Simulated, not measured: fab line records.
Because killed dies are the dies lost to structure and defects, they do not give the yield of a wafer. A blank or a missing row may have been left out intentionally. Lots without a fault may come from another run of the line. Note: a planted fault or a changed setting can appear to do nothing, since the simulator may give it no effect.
Matching of chambers | flow n5 finfet | 4 sister chambers for N5_SD_EPI_P_ETCH_37 on rie diel-05
The step etches SOC in N2/H2, overetch 108 nm, time 486 s. 8 wafers are shown with their chamber, then 11 later ones without.

## WAFERS, EACH WITH ITS CHAMBER
wafer  | chamber | throttle valve pct (%) | oes product au (a.u.)
L086.3 | 2       | 23.94                  | 0.63
L086.4 | 3       | 24.17                  | 0.66
L088.1 | 1       | 23.97                  | 0.64
L088.3 | 2       | 23.94                  | 0.63
L089.1 | 0       | 23.86                  | 0.63
L089.4 | 3       | 24.17                  | 0.65
L089.6 | 1       | 23.98                  | 0.63
L091.1 | 0       | 23.86                  | 0.62

## WAFERS WITHOUT THEIR CHAMBER
wafer  | throttle valve pct (%) | oes product au (a.u.)
L091.4 | 23.99                  | 0.63
L091.5 | 23.95                  | 0.64
L094.1 | 24.01                  | 0.63
L094.5 | 24.19                  | 0.65
L094.6 | 23.87                  | 0.62
L096.1 | 23.98                  | 0.63
L096.3 | 23.89                  | 0.61
L096.5 | 23.88                  | 0.62
L097.2 | 24.01                  | 0.62
L097.4 | 23.89                  | 0.62
L097.6 | 24.21                  | 0.65

## EACH ONE'S CHAMBER
wafer  | from the rows above | in truth
L091.4 | 1                   | 1
L091.5 | 2                   | 2
L094.1 | 1                   | 1
L094.5 | 3                   | 3
L094.6 | 0                   | 0
L096.1 | 1                   | 1
L096.3 | 0                   | 0
L096.5 | 0                   | 0
L097.2 | 1                   | 1
L097.4 | 0                   | 0
L097.6 | 3                   | 3
Correct placement for 11 of the 11. Number that these rows cannot place: 0. Wrongly placed: 0.
How it was worked out, from the rows above alone: a wafer's distance from a chamber is the root of the sum, over the readings, of the square of ((its reading less the chamber's mean) divided by the reading's scatter). The wafer belongs to the nearest chamber; if the next one is less than 2 further off, it can't be placed. A chamber's mean is the mean of its shown wafers. The scatter: the root of (the sum of the squares of (reading less its chamber's mean) over the shown wafers, divided by (wafers less chambers)).
